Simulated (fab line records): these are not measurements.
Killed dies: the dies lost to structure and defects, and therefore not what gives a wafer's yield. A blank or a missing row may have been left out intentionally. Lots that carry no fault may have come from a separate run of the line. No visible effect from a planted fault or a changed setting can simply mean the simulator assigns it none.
fab line records    flow n5Finfet
[record] lots = 8  wafers = 24  lastDay = 17
route steps=1938 shown MOL_CONTACT_COAG@605 BEOL_M0_SAQP@633 BEOL_M4@1111 PASSIVATION@1936
lots untouched by any fault: they come from a run of this same line in which no faults occurred
startH: hours from the record's opening day to when the first of the lot's shown wafers began    waitH: time in hours since the lot's previous step    " same as the row above    L1.1+2: a row that stands for several wafers    - value missing, or start not given    * or withheld: withheld    < > ~ a bound
route shown NAME@n: a module of which the file shows steps, and the number in the route of the first    usual: mean/standard deviation taken from wafers without a fault    same: alike in all rows    chamber/n: place in a boat    sites: each site's reading    _std_site: the standard deviation of these    _edge_site: outer sites' mean less inner sites'    radiusMm: how far each site lies from the wafer's centre    mask NAME#n: copy n    behind: the last tool/chamber to shape the wafer    hold: reason for holding the lot/hours on hold/outcome of the hold    device: the n, p or np transistor that did not switch    end of line: the same wafers' tests at the end of the route    a step without rows: its recipe alone    killed: dies lost to structure and defects at the first sort, not the wafer's yield    map: the dies of a wafer, with x for killed, . for not killed, _ for no die there
set.NAME: the setting the step ran with; set.NAME@STEP: the setting that earlier step ran with    model.NAME: the simulator's own value behind a step, which no gauge read
route steps across a sampled set of lots; one table per step, one row per wafer
services: the hour from which a tool's chamber was out of use, counted from the record's first day as startH (under 0 if before that day), plus the number of hours and why
[[steps]]
[step N5_MOL_CONTACT_COAG_DESCUM_45]
[recipe] chemistry = O2  timeS = 7  sourcePowerW = 50  biasPowerW = 20  pressureMtorr = 20  rfFrequencyHz = 2.712e+07  tempC = 40  resist = CAR-EUV  o2FlowSccm = 225
[usual] drypumpMotorCurrentA = 5.6/0.39  oesProductAu = 0.77/0.071  rfVppV = 242.8/1.2  showerheadPlenumPTorr = 2.06/0.067  throttleValvePct = 20.46/0.15
lot.wafer  tool        chamber  startH  waitH  drypumpMotorCurrentA  oesProductAu  rfHoursCounterH  rfVppV  showerheadPlenumPTorr  throttleValvePct
L281.4     rieDiel-02  1        115.89  0.0    5.6                   0.74          179              243.6   1.99                   20.14
L281.5     "           3        "       "      5.2                   0.88          -                242.4   2.04                   20.42
L281.6     "           0        "       "      5.9                   0.73          -                243.6   2.17                   20.33
L286.2     rieDiel-04  3        140.41  0.0    5.5                   0.80          108              242.6   2.04                   20.51
L286.3     "           2        "       "      6.0                   0.72          195              243.3   2.07                   20.38
L286.6     "           3        "       "      5.5                   0.79          -                240.4   2.04                   20.52
L285.3     rieDiel-02  2        148.52  0.2    4.8                   0.75          168              244.5   2.18                   20.43
L285.4     "           3        "       "      5.2                   0.87          39               241.1   2.03                   20.43
L285.5     "           1        "       "      5.6                   0.72          -                241.8   1.98                   20.16
L288.2     rieDiel-04  3        159.98  0.0    5.5                   0.78          115              242.5   2.04                   20.54
L288.3     "           2        "       "      6.0                   0.72          202              242.7   2.06                   20.38
L288.5     "           1        "       "      5.1                   0.77          -                242.7   1.99                   20.64
L293.4     rieDiel-06  3        182.93  0.5    5.5                   0.85          -                241.9   2.03                   20.29
L293.5     "           1        "       "      6.2                   0.90          -                243.1   2.02                   20.43
L293.6     "           2        "       "      5.5                   0.75          -                243.6   2.08                   20.72
L294.1     rieDiel-02  2        190.89  0.0    4.8                   0.74          182              244.3   2.18                   20.45
L294.3     "           0        "       "      5.9                   0.72          234              245.3   2.16                   20.36
L294.5     "           0        "       "      5.9                   0.72          -                243.6   2.16                   20.37
L300.2     rieDiel-04  3        225.17  0.0    5.5                   0.75          138              241.4   2.03                   20.58
L300.5     "           0        "       "      6.1                   0.70          -                244.3   2.17                   20.59
L300.6     "           3        "       "      5.5                   0.76          -                241.0   2.03                   20.56
L301.2     rieDiel-04  3        235.74  0.1    5.5                   0.76          142              242.4   2.03                   20.55
L301.4     "           0        "       "      6.1                   0.72          232              244.2   2.17                   20.61
L301.5     "           2        "       "      6.0                   0.69          -                240.5   2.06                   20.41
[step N5_MOL_CONTACT_COAG_STRIP_72]
[recipe] chemistry = N2/H2  powerW = 450  tempC = 40  pressureMtorr = 20  rfFrequencyHz = 6e+07  overashFraction = 3  biasPowerW = 7  h2Frac = 0.5  n2FlowSccm = 200  h2FlowSccm = 200
[usual] drypumpMotorCurrentA = 5.6/0.4  oesProductAu = 0.77/0.076  powerW = 449.9/1.4  rfVppV = 58.9/2  showerheadPlenumPTorr = 2.51/0.081  throttleValvePct = 23.6/0.46
lot.wafer  tool        chamber  startH  waitH  drypumpMotorCurrentA  oesProductAu  powerW  rfHoursCounterH  rfVppV  showerheadPlenumPTorr  throttleValvePct
L281.4     rieDiel-06  3        116.48  0.0    5.5                   0.89          450.1   37               56.0    2.48                   23.5
L281.5     "           0        "       "      5.7                   0.69          448.6   -                60.7    2.52                   23.7
L281.6     "           3        "       "      5.5                   0.90          449.7   -                60.4    2.48                   23.5
L286.2     rieDiel-04  3        141.01  0.0    5.5                   0.80          450.0   108              55.8    2.41                   22.9
L286.3     "           0        "       "      6.1                   0.75          449.7   198              63.1    2.64                   23.6
L286.6     "           0        "       "      6.1                   0.73          449.9   -                57.4    2.64                   23.6
L285.3     rieDiel-02  3        149.50  0.0    5.2                   0.87          449.2   39               63.5    2.50                   24.1
L285.4     "           2        "       "      4.8                   0.74          449.3   168              58.4    2.65                   23.6
L285.5     "           1        "       "      5.7                   0.73          449.6   -                58.2    2.41                   23.2
L288.2     rieDiel-04  3        160.58  0.0    5.5                   0.79          450.7   115              55.6    2.41                   22.9
L288.3     "           0        "       "      6.1                   0.74          449.4   207              59.6    2.63                   23.7
L288.5     "           1        "       "      5.1                   0.77          446.9   -                57.5    2.45                   24.5
L293.4     rieDiel-02  3        183.52  0.0    5.2                   0.84          451.7   48               57.7    2.50                   24.0
L293.5     "           1        "       "      5.7                   0.71          448.2   -                59.1    2.41                   23.2
L293.6     "           2        "       "      4.8                   0.74          448.6   -                59.3    2.64                   23.6
L294.1     rieDiel-04  2        191.52  0.0    6.0                   0.71          449.3   211              59.0    2.49                   23.2
L294.3     "           0        "       "      6.1                   0.70          450.7   220              58.0    2.62                   23.7
L294.5     "           3        "       "      5.5                   0.76          454.4   -                58.9    2.40                   22.9
L300.2     rieDiel-04  1        225.77  0.0    5.1                   0.77          449.1   169              58.5    2.44                   24.5
L300.5     "           3        "       "      5.5                   0.76          451.3   -                58.8    2.40                   23.0
L300.6     "           0        "       "      6.1                   0.73          448.9   -                60.5    2.62                   23.7
L301.2     rieDiel-04  1        236.33  0.0    5.1                   0.74          450.0   173              58.2    2.44                   24.6
L301.4     "           2        "       "      6.0                   0.69          451.2   228              58.0    2.49                   23.3
L301.5     "           3        "       "      5.5                   0.77          450.8   -                58.3    2.40                   23.0
[step N5_BEOL_M0_SAQP_ILD_DEP_01]
[recipe] material = SiOC  targetThkA = 454.19  tempC = 350  precursor = DEMS/O2  pressureTorr = 5  rfW = 500  timeS = 8.7
[usual] chamberPressureTorr = 4.999/0.01  heaterPowerW = 424/47  showerheadPlenumPTorr = 5.696/0.018  throttleValvePct = 11.9/0.99
lot.wafer  tool      chamber  startH  waitH  chamberPressureTorr  heaterPowerW  showerheadPlenumPTorr  throttleValvePct
L281.4     pecvd-04  2        131.61  0.0    5.014                360           5.714                  11.7
L281.5     "         1        "       "      5.013                471           5.711                  12.1
L281.6     "         0        "       "      4.999                416           5.662                  11.3
L286.2     pecvd-02  1        145.69  0.0    4.982                396           5.712                  13.7
L286.3     "         0        "       "      5.005                427           5.697                  10.9
L286.6     "         2        "       "      4.991                452           5.688                  11.4
L285.3     pecvd-04  2        153.91  0.0    4.990                347           5.687                  11.5
L285.4     "         1        "       "      4.988                477           5.709                  12.1
L285.5     "         2        "       "      4.994                335           5.699                  12.0
L288.2     pecvd-04  0        164.97  0.0    5.003                491           5.686                  11.3
L288.3     "         1        "       "      5.009                452           5.697                  12.0
L288.5     "         2        "       "      4.993                390           5.707                  11.8
L293.4     pecvd-02  1        189.10  0.0    4.987                404           5.713                  13.6
L293.5     "         2        "       "      5.013                465           5.682                  11.2
L293.6     "         0        "       "      4.997                443           5.693                  11.0
L294.1     pecvd-04  0        195.91  0.0    5.008                485           5.690                  11.5
L294.3     "         2        "       "      4.993                391           5.707                  11.7
L294.5     "         1        "       "      4.993                448           5.702                  11.7
L300.2     pecvd-04  2        230.17  0.0    5.001                353           5.709                  11.8
L300.5     "         2        "       "      4.999                360           5.701                  11.9
L300.6     "         1        "       "      5.018                499           5.693                  12.0
L301.2     pecvd-03  0        240.72  0.0    5.008                388           5.695                  13.4
L301.4     "         1        "       "      4.982                471           5.681                  11.1
L301.5     "         0        "       "      5.006                376           5.719                  13.4
[step N5_BEOL_M0_SAQP_PECVD_04]
[recipe] material = a-Si  targetThkA = 600  tempC = 350  precursor = SiH4/He  pressureTorr = 3  rfW = 100  timeS = 60.2
[usual] chamberPressureTorr = 3.000/0.0057  heaterPowerW = 568/48  showerheadPlenumPTorr = 5.67/0.057  throttleValvePct = 18.0/1.3
lot.wafer  tool      chamber  startH  waitH  chamberPressureTorr  heaterPowerW  showerheadPlenumPTorr  throttleValvePct
L281.4     pecvd-04  2        132.63  0.0    3.005                532           5.69                   18.1
L281.5     "         0        "       "      3.004                598           5.62                   17.1
L281.6     "         1        "       "      2.996                611           5.69                   18.4
L286.2     pecvd-03  1        148.18  0.0    2.998                537           5.56                   16.4
L286.3     "         0        "       "      2.998                497           5.73                   20.9
L286.6     "         0        "       "      3.002                481           5.74                   20.8
L285.3     pecvd-04  1        154.62  0.1    2.997                630           5.69                   18.2
L285.4     "         2        "       "      3.006                537           5.68                   18.1
L285.5     "         2        "       "      3.004                510           5.70                   17.9
L288.2     pecvd-04  2        165.58  0.0    2.996                546           5.67                   17.9
L288.3     "         0        "       "      2.996                623           5.63                   17.1
L288.5     "         2        "       "      3.000                549           5.67                   18.1
L293.4     pecvd-04  0        189.46  0.1    2.996                554           5.61                   17.1
L293.5     "         0        "       "      2.998                581           5.64                   17.4
L293.6     "         2        "       "      2.998                527           5.68                   17.9
L294.1     pecvd-03  1        196.20  0.0    3.002                596           5.57                   16.5
L294.3     "         2        "       "      2.996                605           5.60                   16.9
L294.5     "         0        "       "      2.995                514           5.73                   20.9
L300.2     pecvd-04  1        231.33  0.0    3.007                604           5.71                   18.3
L300.5     "         1        "       "      2.996                610           5.71                   17.9
L300.6     "         2        "       "      3.000                511           5.70                   18.0
L301.2     pecvd-04  2        241.80  0.0    2.992                505           5.70                   18.2
L301.4     "         1        "       "      2.993                631           5.70                   18.1
L301.5     "         2        "       "      2.998                498           5.69                   17.9
[step N5_BEOL_M0_SAQP_THK_MEAS_05]
[usual] thkNm = 60.3/1
lot.wafer  tool          chamber  startH  waitH  thkNm
L281.4     filmMetro-02  -        132.71  0.0    60.9
L281.5     "             -        "       "      60.3
L281.6     "             -        "       "      60.7
L286.2     filmMetro-02  -        148.27  0.1    60.9
L286.3     "             -        "       "      58.6
L286.6     "             -        "       "      60.0
L285.3     filmMetro-02  -        154.71  0.1    61.3
L285.4     "             -        "       "      61.4
L285.5     "             -        "       "      61.2
L288.2     filmMetro-01  -        165.68  0.1    59.7
L288.3     "             -        "       "      60.8
L288.5     "             -        "       "      61.1
L293.4     filmMetro-02  -        189.56  0.1    59.8
L293.5     "             -        "       "      60.5
L293.6     "             -        "       "      60.7
L294.1     filmMetro-01  -        196.30  0.1    61.9
L294.3     "             -        "       "      60.8
L294.5     "             -        "       "      62.2
L300.2     filmMetro-01  -        231.46  0.1    45.6
L300.5     "             -        "       "      60.7
L300.6     "             -        "       "      60.8
L301.2     filmMetro-02  -        241.93  0.1    45.4
L301.4     "             -        "       "      60.4
L301.5     "             -        "       "      60.0
[step N5_BEOL_M0_SAQP_MANDREL_ETCH_20]
[recipe] targetDepthA = 600  chemistry = HBr/Cl2  target = a-Si  stopOn = SiNx  btTimeS = 10  maskMaterial = SOC  overEtchFrac = 0.5  timeS = 30  pressureMtorr = 10  icpW = 800  biasW = 75  HBr_flow_sccm = 150  Cl2_flow_sccm = 80  ends = endPoint
[usual] drypumpMotorCurrentA = 5.7/0.43  oesProductAu = 0.781/0.014  throttleValvePct = 35.5/0.34
lot.wafer  tool      chamber  startH  waitH  drypumpMotorCurrentA  oesProductAu  rfHoursCounterH  throttleValvePct
L281.4     rieSi-06  2        133.96  0.0    5.6                   0.797         155              35.8
L281.5     "         1        "       "      5.6                   0.780         -                35.8
L281.6     "         2        "       "      5.6                   0.798         -                35.8
L286.2     rieSi-06  2        149.02  0.0    5.6                   0.798         156              35.8
L286.3     "         3        "       "      5.3                   0.749         189              35.3
L286.6     "         0        "       "      5.9                   0.766         -                35.6
L285.3     rieSi-06  3        155.43  0.0    5.3                   0.759         189              35.3
L285.4     "         2        "       "      5.6                   0.795         156              35.8
L285.5     "         3        "       "      5.3                   0.762         -                35.3
L288.2     rieSi-01  1        166.52  0.0    5.8                   0.788         43               35.0
L288.3     "         2        "       "      5.9                   0.786         7                35.5
L288.5     "         1        "       "      5.8                   0.795         -                35.0
L293.4     rieSi-04  3        190.30  0.0    6.1                   0.770         10               35.4
L293.5     "         2        "       "      5.3                   0.788         -                35.5
L293.6     "         1        "       "      4.9                   0.783         -                35.9
L294.1     rieSi-04  0        197.02  0.0    5.7                   0.794         90               35.2
L294.3     "         3        "       "      6.1                   0.767         10               35.4
L294.5     "         2        "       "      5.3                   0.800         -                35.5
L300.2     rieSi-04  2        232.19  0.0    5.3                   0.678         109              35.7
L300.5     "         3        "       "      6.1                   0.774         -                35.4
L300.6     "         2        "       "      5.3                   0.793         -                35.5
L301.2     rieSi-06  0        242.77  0.0    5.9                   0.661         11               35.8
L301.4     "         1        "       "      5.6                   0.779         131              35.8
L301.5     "         0        "       "      5.9                   0.765         -                35.6
[step N5_BEOL_M4_RC_MEAS_101]
[usual] DIBL_N = 37.3/2.3  DIBL_P = 37.4/2.9  IOFF_N = 0.18/0.045  IOFF_P = 0.25/0.054  ION_N = 679/15  ION_P = 468/9.7  SS_N = 71.8/0.62  SS_P = 73.6/0.76  VT_N = 248/4.1  VT_P = -248/3.6
lot.wafer  tool       chamber  startH  waitH  DIBL_N[mV/V]  DIBL_P[mV/V]  IOFF_N[nA/um]  IOFF_P[nA/um]  ION_N[uA/um]  ION_P[uA/um]  SS_N[mV/dec]  SS_P[mV/dec]  VT_N[mV]  VT_P[mV]
L281.4     prober-02  0        189.93  0.5    33.6          32.9          0.12           0.20           655           456           71.0          73.3          252       -247
L281.5     "          0        "       "      32.9          33.4          0.12           0.20           667           469           70.7          72.9          255       -248
L281.6     "          0        "       "      37.0          36.0          0.18           0.24           675           464           71.3          73.5          247       -249
L286.2     prober-01  0        199.46  0.2    35.1          35.3          0.15           0.22           687           473           71.1          73.1          246       -248
L286.3     "          0        "       "      37.2          38.0          0.19           0.27           687           472           72.2          73.1          245       -245
L286.6     "          0        "       "      37.0          37.3          0.19           0.26           687           470           71.5          73.8          245       -247
L285.3     prober-02  0        214.31  0.3    34.8          33.3          0.13           0.20           670           466           70.5          74.2          250       -251
L285.4     "          0        "       "      36.0          36.1          0.16           0.25           673           460           71.8          74.5          247       -249
L285.5     "          0        "       "      33.0          31.3          0.11           0.18           672           465           70.0          73.2          253       -251
L288.2     prober-02  0        218.02  0.2    39.1          39.9          0.21           0.28           685           467           71.8          74.1          245       -247
L288.3     "          0        "       "      38.3          37.7          0.19           0.24           680           461           71.5          72.9          248       -249
L288.5     "          0        "       "      41.6          44.0          0.27           0.34           706           480           73.0          75.6          244       -245
L293.4     prober-01  0        242.36  0.5    38.6          39.5          0.19           0.26           668           457           72.1          74.2          248       -251
L293.5     "          0        "       "      37.7          38.2          0.17           0.25           683           469           72.4          73.5          248       -251
L293.6     "          0        "       "      35.2          35.6          0.12           0.21           647           448           72.0          74.0          253       -252
L294.1     prober-01  0        262.31  0.0    41.3          41.0          0.29           0.34           697           476           71.5          74.8          239       -244
L294.3     "          0        "       "      36.2          35.4          0.17           0.23           689           479           71.1          73.6          246       -246
L294.5     "          0        "       "      35.9          33.3          0.14           0.19           667           455           71.7          72.6          251       -250
L300.2     prober-02  0        295.89  0.2    40.7          41.8          0.23           0.30           679           467           72.8          73.9          244       -248
L300.5     "          0        "       "      35.8          35.6          0.14           0.20           662           462           71.7          73.1          252       -252
L300.6     "          0        "       "      39.5          41.2          0.22           0.28           677           464           73.2          74.6          246       -249
L301.2     prober-01  0        300.67  0.2    38.2          37.6          0.17           0.22           663           455           72.4          73.6          254       -252
L301.4     "          0        "       "      38.9          41.0          0.22           0.31           688           470           72.6          74.6          244       -246
L301.5     "          0        "       "      34.8          34.9          0.12           0.19           654           460           71.5          73.9          257       -251
[step N5_PASSIVATION_PROBE_49]
[usual] defectLimitedYield = 91.3/1.5  killed_at_M0_to_M3 = 35/8.7  killed_at_M4_up = 14/5.5  killedAtContacts = 11/5.6  killedAtFrontEnd = 39/13  killedAtOther = 3.7/2.2  killedDies = 103/18  killedOpen = 69/14  killedShort = 33/7.8  sort_bin_5_function = 5.1/0.99  sort_bin_6_memory = 3.3/0.67  sort_bin_8_speed = 0.02/0.17  sortNPass = 1077/18  sortYieldPct = 91.2/1.5
[same] grossDies = 1180  killedAtBackSide = 0  sort_bin_4_leakage[%] = 0
lot.wafer  tool       chamber  startH  waitH  defectLimitedYield[%]  killed_at_M0_to_M3  killed_at_M4_up  killedAtContacts  killedAtFrontEnd  killedAtOther  killedDies  killedOpen  killedShort  sort_bin_5_function[%]  sort_bin_6_memory[%]  sort_bin_8_speed[%]  sortNPass  sortYieldPct[%]
L281.4     prober-01  -        294.20  0.2    91.7                   42                  13               10                32                1              98          65          33           5.2                     2.8                   0                    1082       91.7
L281.5     prober-01  -        294.25  0.2    90.8                   42                  12               12                34                8              108         70          37           5.3                     3.7                   0                    1072       90.8
L281.6     prober-01  -        294.30  0.3    89.8                   46                  8                13                48                5              120         76          42           6.3                     3.1                   0                    1060       89.8
L294.1     prober-02  -        376.56  0.0    91.9                   31                  13               11                33                7              95          64          30           5.1                     2.8                   0.08                 1085       91.9
L294.3     prober-02  -        376.66  0.1    90.6                   25                  20               18                45                3              111         76          35           6.2                     3.2                   0                    1069       90.6
L294.5     prober-02  -        376.76  0.2    90.6                   33                  17               19                38                4              111         74          36           6.0                     3.2                   0                    1069       90.6
// killed by level:class
L281.4 BEOL_M0_SAQP:geometricParticle:short=14 BEOL_M0_SAQP:geometricParticle:open=10 BEOL_M3:geometricParticle:open=9 FIN_SAQP:geometricParticle:open=8 GATE_CUT:geometricParticle:open=7 MOL_CONTACT_COAG:geometricParticle:open=6 FIN_SAQP:geometricParticle:short=5 BEOL_M4:geometricParticle:open=5
L281.5 BEOL_M0_SAQP:geometricParticle:open=17 BEOL_M0_SAQP:geometricParticle:short=13 MOL_CONTACT_COAG:geometricParticle:open=10 DUMMY_GATE:geometricParticle:open=8 STI_FIN_REVEAL:geometricParticle:open=6 FIN_SAQP:geometricParticle:short=5 BEOL_M3:geometricParticle:open=5 FIN_SAQP:geometricParticle:open=3
L281.6 BEOL_M0_SAQP:geometricParticle:short=13 STI_FIN_REVEAL:geometricParticle:open=12 MOL_CONTACT_COAG:geometricParticle:open=10 BEOL_M0_SAQP:geometricParticle:open=9 BEOL_M3:geometricParticle:open=9 GATE_CUT:geometricParticle:open=8 GATE_CUT:geometricParticle:short=7 BEOL_M1:geometricParticle:open=6
L294.1 BEOL_M1:geometricParticle:open=11 FIN_SAQP:geometricParticle:open=9 MOL_CONTACT_COAG:geometricParticle:open=8 BEOL_M0_SAQP:geometricParticle:short=6 DUMMY_GATE:geometricParticle:open=5 BEOL_M0_SAQP:geometricParticle:open=4 BEOL_M2:geometricParticle:open=4 BEOL_M5:geometricParticle:open=3
L294.3 STI_FIN_REVEAL:geometricParticle:open=15 BEOL_M4:geometricParticle:open=13 MOL_CONTACT_COAG:geometricParticle:open=11 FIN_SAQP:geometricParticle:open=9 FIN_SAQP:geometricParticle:short=8 MOL_CONTACT_COAG:geometricParticle:short=7 BEOL_M0_SAQP:geometricParticle:open=6 BEOL_M1:geometricParticle:open=6
L294.5 MOL_CONTACT_COAG:geometricParticle:open=16 BEOL_M1:geometricParticle:open=11 FIN_SAQP:geometricParticle:short=8 DUMMY_GATE:geometricParticle:open=8 FIN_SAQP:geometricParticle:open=6 BEOL_M1:geometricParticle:short=6 BEOL_M4:geometricParticle:open=5 STI_FIN_REVEAL:geometricParticle:open=4
[[services]]
tool        chamber  startH  hours  kind
pecvd-03    2        116.78  12.4   repair
rieSi-01    -        130.48  0.5    repair
pecvd-04    0        142.65  15.8   repair
rieDiel-06  2        148.52  29.0   repair
pecvd-02    -        156.71  0.9    repair
rieSi-06    1        157.07  3.3    repair
rieDiel-02  3        166.84  4.9    repair
pecvd-03    -        174.60  0.8    pm
rieDiel-02  -        177.25  2.8    pm
rieSi-04    1        179.67  5.7    repair
pecvd-03    -        182.50  5.7    repair
pecvd-04    1        186.97  5.1    repair
rieSi-06    3        194.04  -      clean
rieSi-06    3        194.04  31.2   scheduledDown
rieDiel-02  0        197.42  3.8    repair
pecvd-03    2        209.27  11.5   repair
pecvd-03    1        212.26  4.4    repair
pecvd-04    0        213.15  5.5    scheduledDown
pecvd-04    -        216.52  1.1    repair
pecvd-04    0        230.12  17.9   repair
rieDiel-02  0        240.73  -      clean
rieDiel-02  0        240.73  -      consumableReplace:focusRing
rieDiel-02  0        240.73  20.3   scheduledDown
rieDiel-02  0        240.73  20.3   ventCycle
[[key]]
[firstSign] step = N5_BEOL_M0_SAQP_THK_MEAS_05  reading = thkNm  direction = down  sigmas = 15  usual = *  struck = *
[effect] step = N5_BEOL_M0_SAQP_MANDREL_ETCH_20  reading = oesProductAu  direction = down  sigmas = 8.1  usual = 0.781  struck = 0.669
metAt N5_BEOL_M0_SAQP_PECVD_04
struckLots L300,L301
struckWafers L300.2,L301.2
notActingAt N5_MOL_CONTACT_COAG_DESCUM_45,N5_MOL_CONTACT_COAG_STRIP_72,N5_BEOL_M0_SAQP_ILD_DEP_01
onsetBetween 189.46 231.33
[fault] kind = processParameterDrift  tool = pecvd-04  chamber = -  onsetH = 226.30  steps = N5_BEOL_M0_SAQP_PECVD_04  channel = timeS  offset = *  shape = step  endH = 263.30  scope = struckWafersOnly  actsIn = *  stated = *
